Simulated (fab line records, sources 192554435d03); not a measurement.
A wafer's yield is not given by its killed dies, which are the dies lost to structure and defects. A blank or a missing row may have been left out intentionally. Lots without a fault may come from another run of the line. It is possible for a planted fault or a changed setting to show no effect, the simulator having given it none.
fab line records	flow n5-finfet	part 1 of 2: steps 1 to 27 of 33
record lots=5	wafers=15	last-day=20
route steps=1938 shown STI_FIN_REVEAL@207 DUMMY_GATE@212
lots with no fault: from the same line, run without faults
start-h: hours from the record's opening day to when the first of the lot's shown wafers began	wait-h: hours since the lot's step before	" identical to the entry in the row above	L1.1+2: several wafers, shown together as one row	- no value, or no start given	* or withheld: withheld	< > ~ a bound
route shown NAME@n: a module of which the file shows steps, and the number in the route of the first	usual: the fault-free wafers' mean and standard deviation	same: alike in all rows	chamber/n: place in a boat	sites: the reading at each site	_std_site: standard deviation across them	_edge_site: the outer-site mean with the inner-site mean subtracted	radius-mm: how far each site lies from the wafer's centre	mask NAME#n: copy n	behind: tool/chamber where the wafer was last shaped	hold: why the lot was held/for how many hours/how that ended	device: names the non-switching transistor (n, p or np)	end of line: the tests these same wafers got at the end of their route	a step without rows: its recipe alone	killed: count of dies lost to structure and defects at first sort (not the wafer's yield)	map: the dies of a wafer, with x for killed, . for not killed, _ for no die there
set.NAME: the setting as run; set.NAME@STEP: as run at that earlier step	model.NAME: the simulator's own value behind a step, which no gauge read
lots at some steps of the route; a table a step, a row a wafer
services: a tool's chamber out of use, with start hour (start-h, from the record's first day; less than 0 if before it), hours out, and reason
## steps
# step N5_STI_FIN_REVEAL_CD_MEAS_22
# recipe target-cd-nm=6.238	pitch-nm=28	polarity=line
# usual cd-nm=6.25/0.25
lot.wafer	tool	chamber	start-h	wait-h	cd-nm
L075.1	cd-sem-01	-	42.45	0.0	6.03
L075.3	"	-	"	"	6.23
L075.6	"	-	"	"	6.36
L076.1	cd-sem-03	-	48.72	0.0	6.43
L076.2	"	-	"	"	6.20
L076.3	"	-	"	"	6.49
L081.3	cd-sem-03	-	79.01	0.0	6.21
L081.5	"	-	"	"	6.59
L081.6	"	-	"	"	6.41
L085.3	cd-sem-02	-	106.07	0.0	6.19
L085.4	"	-	"	"	6.75
L085.5	"	-	"	"	6.27
L088.1	cd-sem-02	-	121.87	0.0	6.32
L088.3	"	-	"	"	5.98
L088.4	"	-	"	"	6.37
# step N5_STI_FIN_REVEAL_FIN_H_MEAS_10
# usual trench-depth-nm=51.7/0.58
lot.wafer	tool	chamber	start-h	wait-h	trench-depth-nm
L075.1	ocd-01	-	42.48	0.0	51.3
L075.3	"	-	"	"	51.8
L075.6	"	-	"	"	50.6
L076.1	ocd-01	-	48.75	0.0	51.7
L076.2	"	-	"	"	51.8
L076.3	"	-	"	"	51.6
L081.3	ocd-02	-	79.04	0.0	51.7
L081.5	"	-	"	"	52.3
L081.6	"	-	"	"	51.9
L085.3	ocd-01	-	106.10	0.0	51.8
L085.4	"	-	"	"	51.3
L085.5	"	-	"	"	51.1
L088.1	ocd-02	-	121.90	0.0	52.5
L088.3	"	-	"	"	52.9
L088.4	"	-	"	"	52.3
# step N5_STI_FIN_REVEAL_PRECLEAN_18
# recipe chemistry=SC2	time-s=45	temp-c=35	mix=1:1:50
# usual temp-c=34.99/0.12
lot.wafer	tool	chamber	start-h	wait-h	temp-c
L075.1	wet-bench-03	0	42.51	0.0	35.01
L075.3	"	6	"	"	35.02
L075.6	"	1	"	"	34.93
L076.1	wet-bench-03	4	48.79	0.0	34.88
L076.2	"	7	"	"	34.87
L076.3	"	5	"	"	34.92
L081.3	wet-bench-03	6	79.07	0.0	35.15
L081.5	"	2	"	"	35.04
L081.6	"	1	"	"	34.74
L085.3	wet-bench-03	5	106.13	0.0	34.94
L085.4	"	4	"	"	34.88
L085.5	"	1	"	"	34.89
L088.1	wet-bench-06	7	121.94	0.0	34.82
L088.3	"	5	"	"	34.98
L088.4	"	6	"	"	34.93
# step N5_STI_FIN_REVEAL_SRD_28
# recipe dry=ipa-marangoni	time-s=30	temp-c=23	rinse-liquid=diw
# usual temp-c=23.00/0.11
lot.wafer	tool	chamber	start-h	wait-h	temp-c
L075.1	wet-bench-03	0	42.53	0.0	23.11
L075.3	"	6	"	"	22.98
L075.6	"	1	"	"	22.97
L076.1	wet-bench-03	4	48.80	0.0	23.02
L076.2	"	7	"	"	22.90
L076.3	"	5	"	"	22.89
L081.3	wet-bench-03	6	79.08	0.0	23.10
L081.5	"	2	"	"	22.94
L081.6	"	1	"	"	22.99
L085.3	wet-bench-03	5	106.14	0.0	22.91
L085.4	"	4	"	"	23.13
L085.5	"	1	"	"	23.19
L088.1	wet-bench-06	7	121.95	0.0	23.16
L088.3	"	5	"	"	23.03
L088.4	"	6	"	"	22.95
# step N5_STI_FIN_REVEAL_INSPECT_13
# recipe inspect-instrument=darkfield	mode=post-clean
# usual raw-defect-count=12/5.6
lot.wafer	tool	chamber	start-h	wait-h	raw-defect-count
L075.1	defect-inspect-01	-	42.57	0.0	9
L075.3	"	-	"	"	14
L075.6	"	-	"	"	27
L076.1	defect-inspect-02	-	48.85	0.0	13
L076.2	"	-	"	"	8
L076.3	"	-	"	"	14
L081.3	defect-inspect-02	-	79.13	0.0	12
L081.5	"	-	"	"	11
L081.6	"	-	"	"	6
L085.3	defect-inspect-01	-	106.19	0.0	8
L085.4	"	-	"	"	8
L085.5	"	-	"	"	10
L088.1	defect-inspect-02	-	121.99	0.0	7
L088.3	"	-	"	"	10
L088.4	"	-	"	"	11
# step N5_DUMMY_GATE_PRECLEAN_00
# recipe chemistry=O3/DIW	time-s=60	temp-c=22	o3-ppm=10
# usual temp-c=22.00/0.11
lot.wafer	tool	chamber	start-h	wait-h	temp-c
L075.1	wet-bench-02	2	42.60	0.0	21.99
L075.3	"	1	"	"	21.93
L075.6	"	3	"	"	22.00
L076.1	wet-bench-04	2	48.87	0.0	22.04
L076.2	"	6	"	"	22.03
L076.3	"	0	"	"	21.97
L081.3	wet-bench-02	1	79.15	0.0	22.13
L081.5	"	2	"	"	21.80
L081.6	"	6	"	"	21.91
L085.3	wet-bench-04	2	106.22	0.0	21.94
L085.4	"	6	"	"	22.04
L085.5	"	3	"	"	21.89
L088.1	wet-bench-02	6	122.02	0.0	22.06
L088.3	"	0	"	"	21.89
L088.4	"	4	"	"	22.01
# step N5_DUMMY_GATE_SRD_01
# recipe time-s=30	temp-c=23	rinse-liquid=diw	dry=ipa-marangoni
# usual temp-c=22.98/0.1
lot.wafer	tool	chamber	start-h	wait-h	temp-c
L075.1	wet-bench-02	2	42.62	0.0	22.80
L075.3	"	1	"	"	23.02
L075.6	"	3	"	"	23.13
L076.1	wet-bench-04	2	48.89	0.0	22.90
L076.2	"	6	"	"	23.08
L076.3	"	0	"	"	22.94
L081.3	wet-bench-02	1	79.17	0.0	22.90
L081.5	"	2	"	"	22.97
L081.6	"	6	"	"	22.96
L085.3	wet-bench-04	2	106.24	0.0	23.05
L085.4	"	6	"	"	22.83
L085.5	"	3	"	"	22.82
L088.1	wet-bench-02	6	122.04	0.0	22.95
L088.3	"	0	"	"	23.19
L088.4	"	4	"	"	23.04
# step N5_DUMMY_GATE_ALD_02
# recipe material=SiO2	target-thk-a=20	temp-c=300	ald-precursor-family=BDEAS	ald-co-reactant=O2-plasma	pulse-time-s=1	pressure-torr=2
# usual heater-power-w=471/56	precursor-pulse-height-rel=0.998/0.021	susceptor-temp-C=300.01/0.19
lot.wafer	tool	chamber	start-h	wait-h	heater-power-w	precursor-pulse-height-rel	susceptor-temp-C
L075.1	ald-sin-02	1	42.66	0.0	449	1.044	299.91
L075.3	"	3	"	"	446	1.015	300.16
L075.6	"	3	"	"	463	0.940	299.91
L076.1	ald-sin-02	0	48.94	0.0	442	0.998	300.12
L076.2	"	1	"	"	459	1.025	300.35
L076.3	"	2	"	"	437	1.027	299.89
L081.3	ald-sin-02	3	80.06	0.9	446	1.010	300.15
L081.5	"	2	"	"	447	0.995	299.89
L081.6	"	1	"	"	464	0.968	300.00
L085.3	ald-sin-03	0	106.29	0.0	434	0.974	300.02
L085.4	"	1	"	"	410	1.024	300.08
L085.5	"	2	"	"	603	0.985	299.69
L088.1	ald-sin-04	3	122.09	0.0	550	1.004	300.03
L088.3	"	0	"	"	490	0.995	300.05
L088.4	"	1	"	"	436	1.025	299.75
# step N5_DUMMY_GATE_CVD_03
# recipe material=a-Si	target-thk-a=1500	temp-c=530	precursor=SiH4	time-s=8042
# usual spike-tc-top-C=554.6/1.5	susceptor-temp-C=530.03/0.18	zone-power-lower-pct=6.9/0.7
lot.wafer	tool	chamber	start-h	wait-h	spike-tc-top-C	susceptor-temp-C	zone-power-lower-pct
L075.1	lpcvd-01	1/40	42.77	0.1	553.0	530.01	7.0
L075.3	"	1/50	"	"	553.0	530.01	7.0
L075.6	"	1/64	"	"	553.0	530.01	7.0
L076.1	lpcvd-01	0/90	49.04	0.1	556.8	530.20	6.6
L076.2	"	0/95	"	"	556.8	530.20	6.6
L076.3	"	0/100	"	"	556.8	530.20	6.6
L081.3	lpcvd-01	1/75	80.16	0.1	553.2	529.98	7.0
L081.5	"	1/84	"	"	553.2	529.98	7.0
L081.6	"	1/89	"	"	553.2	529.98	7.0
L085.3	lpcvd-02	0/100	106.39	0.1	553.3	529.78	7.7
L085.4	"	0/104	"	"	553.3	529.78	7.7
L085.5	"	0/109	"	"	553.3	529.78	7.7
L088.1	lpcvd-02	0/90	122.19	0.1	552.6	529.84	7.7
L088.3	"	0/100	"	"	552.6	529.84	7.7
L088.4	"	0/104	"	"	552.6	529.84	7.7
# step N5_DUMMY_GATE_PRECLEAN_46
# recipe chemistry=DIW	time-s=89.5	temp-c=23
# usual temp-c=23.01/0.11
lot.wafer	tool	chamber	start-h	wait-h	temp-c
L075.1	wet-bench-04	6	46.44	0.0	22.87
L075.3	"	4	"	"	22.83
L075.6	"	5	"	"	22.99
L076.1	wet-bench-01	4	52.72	0.0	22.93
L076.2	"	5	"	"	22.95
L076.3	"	7	"	"	23.03
L081.3	wet-bench-02	0	83.84	0.0	22.99
L081.5	"	2	"	"	22.94
L081.6	"	1	"	"	22.91
L085.3	wet-bench-04	7	110.07	0.0	23.03
L085.4	"	4	"	"	23.07
L085.5	"	0	"	"	22.94
L088.1	wet-bench-04	0	125.87	0.0	23.06
L088.3	"	1	"	"	23.04
L088.4	"	4	"	"	22.98
# step N5_DUMMY_GATE_SRD_47
# recipe dry-time-s=32	dry=n2-spin	spin-rpm=1500
lot.wafer	tool	chamber	start-h	wait-h
L075.1+3+6	wet-bench-04	6,4,5	46.47	0.0
L076.1+2+3	wet-bench-01	4,5,7	52.75	0.0
L081.3+5+6	wet-bench-02	0,2,1	83.87	0.0
L085.3+4+5	wet-bench-04	7,4,0	110.10	0.0
L088.1+3+4	wet-bench-04	0,1,4	125.90	0.0
# step N5_DUMMY_GATE_CMP_04
# recipe material=a-Si	post-cmp-clean=alkaline-brush
# usual motor-current-A=10.3/1.1	time-to-endpoint-s=13.2/1.8
lot.wafer	tool	chamber	start-h	wait-h	motor-current-A	time-to-endpoint-s
L075.1	cmp-01	2	46.53	0.1	11.3	16.9
L075.3	"	3	"	"	11.8	13.6
L075.6	"	1	"	"	8.4	11.5
L076.3	cmp-01	1	52.81	0.1	7.8	11.0
L076.1	"	2	"	"	11.5	12.7
L076.2	"	3	"	"	11.3	14.3
L081.3	cmp-04	1	83.99	0.1	11.9	13.9
L081.6	"	2	"	"	10.0	15.3
L081.5	"	3	"	"	11.3	17.3
L085.3	cmp-01	3	110.13	0.0	12.1	12.5
L085.4	"	2	"	"	11.0	11.5
L085.5	"	3	"	"	11.7	12.7
L088.3	cmp-04	3	125.93	0.0	11.3	10.9
L088.4	"	0	"	"	9.6	12.9
L088.1	"	2	"	"	9.9	11.4
# step N5_DUMMY_GATE_THK_MEAS_05
# usual thk-nm=71.8/0.93
lot.wafer	tool	chamber	start-h	wait-h	thk-nm
L075.1	film-metro-01	-	46.74	0.2	71.6
L075.3	"	-	"	"	70.7
L075.6	"	-	"	"	70.9
L076.1	film-metro-01	-	53.02	0.1	71.8
L076.2	"	-	"	"	72.2
L076.3	"	-	"	"	71.6
L081.3	film-metro-02	-	84.14	0.1	73.0
L081.5	"	-	"	"	73.0
L081.6	"	-	"	"	72.5
L085.3	film-metro-01	-	110.37	0.2	72.1
L085.4	"	-	"	"	72.0
L085.5	"	-	"	"	71.7
L088.1	film-metro-01	-	126.17	0.1	71.6
L088.3	"	-	"	"	71.4
L088.4	"	-	"	"	71.8
# step N5_DUMMY_GATE_HM_DEP_06
# recipe material=SiNx	target-thk-a=800	precursor=DCS/NH3	temp-c=700	pressure-mtorr=300	time-s=5141
# usual spike-tc-top-C=718.6/1.5	susceptor-temp-C=700.04/0.2	zone-power-lower-pct=10.8/1
lot.wafer	tool	chamber	start-h	wait-h	spike-tc-top-C	susceptor-temp-C	zone-power-lower-pct
L075.1	lpcvd-02	0/15	46.77	0.0	717.6	700.22	12.4
L075.3	"	0/25	"	"	717.6	700.22	12.4
L075.6	"	0/39	"	"	717.6	700.22	12.4
L076.1	lpcvd-02	0/40	53.05	0.0	717.3	700.14	12.4
L076.2	"	0/45	"	"	717.3	700.14	12.4
L076.3	"	0/50	"	"	717.3	700.14	12.4
L081.3	lpcvd-02	1/50	84.17	0.0	719.2	700.10	9.5
L081.5	"	1/59	"	"	719.2	700.10	9.5
L081.6	"	1/64	"	"	719.2	700.10	9.5
L085.3	lpcvd-01	1/75	110.40	0.0	717.0	699.77	11.2
L085.4	"	1/79	"	"	717.0	699.77	11.2
L085.5	"	1/84	"	"	717.0	699.77	11.2
L088.1	lpcvd-01	0/40	126.20	0.0	720.6	699.98	10.6
L088.3	"	0/50	"	"	720.6	699.98	10.6
L088.4	"	0/54	"	"	720.6	699.98	10.6
# step N5_DUMMY_GATE_PECVD_30
# recipe material=SiO2	target-thk-a=550	temp-c=400	precursor=TEOS/O2	pressure-torr=6.5	rf-w=withheld	teos-flow-sccm=withheld	gas=O2	flow-sccm=2650	time-s=10.8
# usual susceptor-temp-C=399.99/0.24
lot.wafer	tool	chamber	start-h	wait-h	susceptor-temp-C
L075.1	pecvd-02	0	50.71	0.0	400.11
L075.3	"	1	"	"	399.79
L075.6	"	0	"	"	400.38
L076.1	pecvd-04	2	56.99	0.0	399.80
L076.2	"	0	"	"	400.34
L076.3	"	1	"	"	399.72
L081.3	pecvd-01	2	88.11	0.0	399.96
L081.5	"	1	"	"	400.06
L081.6	"	2	"	"	400.06
L085.3	pecvd-01	1	114.35	0.1	399.74
L085.4	"	0	"	"	400.27
L085.5	"	1	"	"	400.14
L088.1	pecvd-02	0	130.15	0.0	399.95
L088.3	"	1	"	"	399.94
L088.4	"	2	"	"	399.78
# step N5_DUMMY_GATE_COAT_34
# recipe resist=SOC	temp-c=250	time-s=60	spin-rpm=1500	resist-thk-nm=60
# usual spin-speed-rpm=1500.0/1.1
lot.wafer	tool	chamber	start-h	wait-h	spin-speed-rpm
L075.1	litho-track-02	0	50.77	0.0	1499.9
L075.3	"	0	"	"	1498.8
L075.6	"	0	"	"	1498.6
L076.1	litho-track-05	0	57.05	0.0	1500.9
L076.2	"	0	"	"	1499.2
L076.3	"	0	"	"	1501.7
L081.3	litho-track-04	0	88.17	0.0	1499.1
L081.5	"	0	"	"	1499.0
L081.6	"	0	"	"	1500.3
L085.3	litho-track-04	0	114.41	0.0	1499.3
L085.4	"	0	"	"	1502.2
L085.5	"	0	"	"	1498.4
L088.1	litho-track-02	0	130.21	0.0	1499.7
L088.3	"	0	"	"	1500.4
L088.4	"	0	"	"	1499.7
# step N5_DUMMY_GATE_COAT_35
# recipe resist=SiARC	temp-c=220	time-s=60	spin-rpm=1500	resist-thk-nm=10
# usual spin-speed-rpm=1499.9/1
lot.wafer	tool	chamber	start-h	wait-h	spin-speed-rpm
L075.1	litho-track-02	0	-	-	1499.7
L075.3	"	0	"	"	1500.2
L075.6	"	0	"	"	1502.0
L076.1	litho-track-05	0	-	-	1501.4
L076.2	"	0	"	"	1500.9
L076.3	"	0	"	"	1500.8
L081.3	litho-track-04	0	-	-	1501.2
L081.5	"	0	"	"	1499.6
L081.6	"	0	"	"	1499.1
L085.3	litho-track-04	0	-	-	1500.1
L085.4	"	0	"	"	1500.0
L085.5	"	0	"	"	1500.2
L088.1	litho-track-02	0	-	-	1499.5
L088.3	"	0	"	"	1499.0
L088.4	"	0	"	"	1498.8
# step N5_DUMMY_GATE_COAT_28
# recipe resist=underlayer	temp-c=205	time-s=60	spin-rpm=1500	resist-thk-nm=10
# usual spin-speed-rpm=1500.2/1.1
lot.wafer	tool	chamber	start-h	wait-h	spin-speed-rpm
L075.1	litho-track-02	0	-	-	1501.2
L075.3	"	0	"	"	1500.0
L075.6	"	0	"	"	1501.1
L076.1	litho-track-05	0	-	-	1500.5
L076.2	"	0	"	"	1499.8
L076.3	"	0	"	"	1501.8
L081.3	litho-track-04	0	-	-	1500.5
L081.5	"	0	"	"	1499.9
L081.6	"	0	"	"	1499.6
L085.3	litho-track-04	0	-	-	1498.7
L085.4	"	0	"	"	1502.2
L085.5	"	0	"	"	1500.5
L088.1	litho-track-02	0	-	-	1499.0
L088.3	"	0	"	"	1500.4
L088.4	"	0	"	"	1499.8
# step N5_DUMMY_GATE_COAT_09
# recipe resist=CAR-EUV	spin-rpm=1500	resist-thk-nm=30
# usual spin-speed-rpm=1500.0/0.85
lot.wafer	tool	chamber	start-h	wait-h	spin-speed-rpm
L075.1	litho-track-02	0	-	-	1499.9
L075.3	"	0	"	"	1500.7
L075.6	"	0	"	"	1500.1
L076.1	litho-track-05	0	-	-	1500.4
L076.2	"	0	"	"	1499.7
L076.3	"	0	"	"	1501.5
L081.3	litho-track-04	0	-	-	1501.8
L081.5	"	0	"	"	1501.6
L081.6	"	0	"	"	1499.1
L085.3	litho-track-04	0	-	-	1501.0
L085.4	"	0	"	"	1499.6
L085.5	"	0	"	"	1499.2
L088.1	litho-track-02	0	-	-	1500.9
L088.3	"	0	"	"	1500.1
L088.4	"	0	"	"	1499.2
# step N5_DUMMY_GATE_EBR_11
# recipe solvent=PGMEA	ebr-width-mm=1.5
lot.wafer	tool	chamber	start-h	wait-h
L075.1+3+6	litho-track-02	0	-	-
L076.1+2+3	litho-track-05	0	-	-
L081.3+5+6	litho-track-04	0	-	-
L085.3+4+5	litho-track-04	0	-	-
L088.1+3+4	litho-track-02	0	-	-
# step N5_DUMMY_GATE_SOFTBAKE_10
# recipe temp-c=110	time-s=60	resist=CAR-EUV
lot.wafer	tool	chamber	start-h	wait-h
L075.1+3+6	litho-track-02	0	-	-
L076.1+2+3	litho-track-05	0	-	-
L081.3+5+6	litho-track-04	0	-	-
L085.3+4+5	litho-track-04	0	-	-
L088.1+3+4	litho-track-02	0	-	-
# step N5_DUMMY_GATE_EXPOSE_12
# recipe mask-id=GATE	na=0.33	source-shape=annular	sigma-inner=0.2	sigma-outer=0.6	polarization=unpolarized	target-cd-nm=25	dose-mj=34
# same na=0.33
lot.wafer	tool	chamber	start-h	wait-h	mask
L075.1+3+6	euv-scanner-02	0	51.03	-	GATE#0
L076.1+2+3	euv-scanner-01	0	57.31	-	GATE#0
L081.3+5+6	euv-scanner-02	0	88.46	-	GATE#0
L085.3+4+5	euv-scanner-01	0	114.69	-	GATE#0
L088.1+3+4	euv-scanner-01	0	130.47	-	GATE#0
# step N5_DUMMY_GATE_PEB_13
# recipe peb-temp-c=100	peb-time-s=60	resist=CAR-EUV
lot.wafer	tool	chamber	start-h	wait-h
L075.1+3+6	litho-track-05	0	51.09	0.1
L076.1+2+3	litho-track-05	0	57.37	0.1
L081.3+5+6	litho-track-04	0	88.51	0.0
L085.3+4+5	litho-track-02	0	114.73	0.0
L088.1+3+4	litho-track-05	0	130.53	0.1
# step N5_DUMMY_GATE_DEVELOP_14
# recipe develop-time-s=30	developer=TMAH	resist=CAR-EUV	rinse-liquid=surfactant-rinse	dry=air-spin	dev-temp-c=23
lot.wafer	tool	chamber	start-h	wait-h
L075.1+3+6	litho-track-05	0	-	-
L076.1+2+3	litho-track-05	0	-	-
L081.3+5+6	litho-track-04	0	-	-
L085.3+4+5	litho-track-02	0	-	-
L088.1+3+4	litho-track-05	0	-	-
# step N5_DUMMY_GATE_CD_MEAS_15
# recipe target-cd-nm=25.8	landing-energy-ev=500	detector=se-inlens
# usual cd-nm=25.00/0.23
lot.wafer	tool	chamber	start-h	wait-h	cd-nm
L075.1	cd-sem-01	0	51.16	-	24.96
L075.3	"	0	"	"	25.25
L075.6	"	0	"	"	24.49
L076.1	cd-sem-03	0	57.44	-	25.36
L076.2	"	0	"	"	24.66
L076.3	"	0	"	"	25.10
L081.3	cd-sem-01	0	88.58	-	24.72
L081.5	"	0	"	"	25.09
L081.6	"	0	"	"	25.17
L085.3	cd-sem-03	0	114.81	-	25.35
L085.4	"	0	"	"	24.89
L085.5	"	0	"	"	25.17
L088.1	cd-sem-01	0	130.60	-	25.12
L088.3	"	0	"	"	24.67
L088.4	"	0	"	"	25.14
# step N5_DUMMY_GATE_OVL_MEAS_16
# recipe points-per-wafer=522
# usual GATE_OVL=-0.4/0.88
lot.wafer	tool	chamber	start-h	wait-h	GATE_OVL[nm]
L075.1	overlay-02	0	51.20	0.0	-2.0
L075.3	"	0	"	"	-1.8
L075.6	"	0	"	"	-1.2
L076.1	overlay-02	0	57.48	0.0	-1.0
L076.2	"	0	"	"	-0.9
L076.3	"	0	"	"	-0.6
L081.3	overlay-01	0	88.63	0.0	-1.3
L081.5	"	0	"	"	-1.5
L081.6	"	0	"	"	1.1
L085.3	overlay-02	0	114.85	0.0	-0.4
L085.4	"	0	"	"	-1.3
L085.5	"	0	"	"	-1.6
L088.1	overlay-01	0	130.64	0.0	0.3
L088.3	"	0	"	"	-0.3
L088.4	"	0	"	"	-0.8
# step N5_DUMMY_GATE_INSPECT_17
# recipe mode=adi	inspect-instrument=brightfield
# usual raw-defect-count=179/50
lot.wafer	tool	chamber	start-h	wait-h	raw-defect-count
L075.1	defect-inspect-01	-	51.26	0.1	125
L075.3	"	-	"	"	109
L075.6	"	-	"	"	134
L076.1	defect-inspect-01	-	57.54	0.1	151
L076.2	"	-	"	"	321
L076.3	"	-	"	"	251
L081.3	defect-inspect-02	-	88.67	0.0	223
L081.5	"	-	"	"	176
L081.6	"	-	"	"	146
L085.3	defect-inspect-01	-	114.90	0.0	182
L085.4	"	-	"	"	216
L085.5	"	-	"	"	226
L088.1	defect-inspect-01	-	130.70	0.1	272
L088.3	"	-	"	"	213
L088.4	"	-	"	"	213
